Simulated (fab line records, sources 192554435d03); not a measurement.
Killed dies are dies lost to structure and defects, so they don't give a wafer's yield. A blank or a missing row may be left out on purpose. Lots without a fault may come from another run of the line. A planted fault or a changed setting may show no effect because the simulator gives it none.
Chamber matching | flow n5_finfet | N5_BEOL_M1_ETCH_69 on rie_diel-03: 4 sister chambers
The step etches SiARC in CF4, target depth 15.6 nm, time 26 s. 22 wafers are shown with their chamber, then 11 later ones without.

WAFERS WITH THEIR CHAMBER
wafer  | chamber | oes_product_au (a.u.) | throttle_valve_pct (%) | drypump_motor_current_A (A)
L074.2 | 1       | 0.78                  | 15.36                  | 6.1
L074.3 | 0       | 0.64                  | 15.65                  | 6.3
L074.5 | 3       | 0.61                  | 15.70                  | 5.5
L075.3 | 3       | 0.61                  | 15.72                  | 5.6
L075.5 | 1       | 0.79                  | 15.36                  | 6.0
L075.6 | 3       | 0.61                  | 15.71                  | 5.6
L077.2 | 1       | 0.78                  | 15.38                  | 6.0
L077.4 | 1       | 0.78                  | 15.37                  | 6.1
L077.5 | 0       | 0.64                  | 15.67                  | 6.3
L078.1 | 0       | 0.64                  | 15.67                  | 6.4
L078.3 | 1       | 0.77                  | 15.39                  | 6.0
L078.5 | 0       | 0.64                  | 15.68                  | 6.3
L079.3 | 3       | 0.60                  | 15.73                  | 5.6
L079.4 | 3       | 0.61                  | 15.72                  | 5.6
L079.6 | 0       | 0.63                  | 15.66                  | 6.3
L080.1 | 0       | 0.63                  | 15.69                  | 6.4
L080.3 | 3       | 0.61                  | 15.75                  | 5.6
L080.4 | 1       | 0.77                  | 15.39                  | 6.0
L082.1 | 1       | 0.77                  | 15.40                  | 6.0
L082.3 | 3       | 0.60                  | 15.75                  | 5.6
L082.4 | 2       | 0.64                  | 15.47                  | 5.5
L089.3 | 3       | 0.59                  | 15.77                  | 5.6

SIGNATURES (means of the wafers above)
reading                 | chamber 0 | chamber 1 | chamber 2 | chamber 3 | scatter within a chamber
oes_product_au          | 0.6367    | 0.7771    | 0.6400    | 0.6050    | 0.00698
throttle_valve_pct      | 15.6700   | 15.3786   | 15.4700   | 15.7312   | 0.0188
drypump_motor_current_A | 6.333     | 6.029     | 5.500     | 5.587     | 0.045
Rule: a wafer's distance from a chamber is the root of the sum, over the readings, of the square of ((its reading less the chamber's mean) divided by the reading's scatter). The wafer belongs to the nearest chamber; if the next one is less than 2 further off, it can't be placed. The scatter: the root of (the sum of the squares of (reading less its chamber's mean) over the shown wafers, divided by (wafers less chambers)).

WAFERS WITHOUT THEIR CHAMBER
wafer  | oes_product_au (a.u.) | throttle_valve_pct (%) | drypump_motor_current_A (A)
L089.5 | 0.63                  | 15.51                  | 5.4
L089.6 | 0.74                  | 15.44                  | 6.0
L091.1 | 0.59                  | 15.77                  | 5.6
L091.2 | 0.62                  | 15.71                  | 6.4
L091.4 | 0.63                  | 15.50                  | 5.5
L092.1 | 0.61                  | 15.73                  | 6.3
L092.2 | 0.74                  | 15.44                  | 6.1
L092.6 | 0.62                  | 15.72                  | 6.4
L093.1 | 0.62                  | 15.71                  | 6.4
L093.3 | 0.58                  | 15.79                  | 5.6
L093.6 | 0.63                  | 15.49                  | 5.4

WHICH CHAMBER EACH WENT THROUGH
wafer  | from the rows above | in truth
L089.5 | 2                   | 2
L089.6 | 1                   | 1
L091.1 | 3                   | 3
L091.2 | 0                   | 0
L091.4 | 2                   | 2
L092.1 | 0                   | 0
L092.2 | 1                   | 1
L092.6 | 0                   | 0
L093.1 | 0                   | 0
L093.3 | 3                   | 3
L093.6 | 2                   | 2
Placed correctly: 11 of 11. Can't be placed from these rows: 0. Placed wrongly: 0.
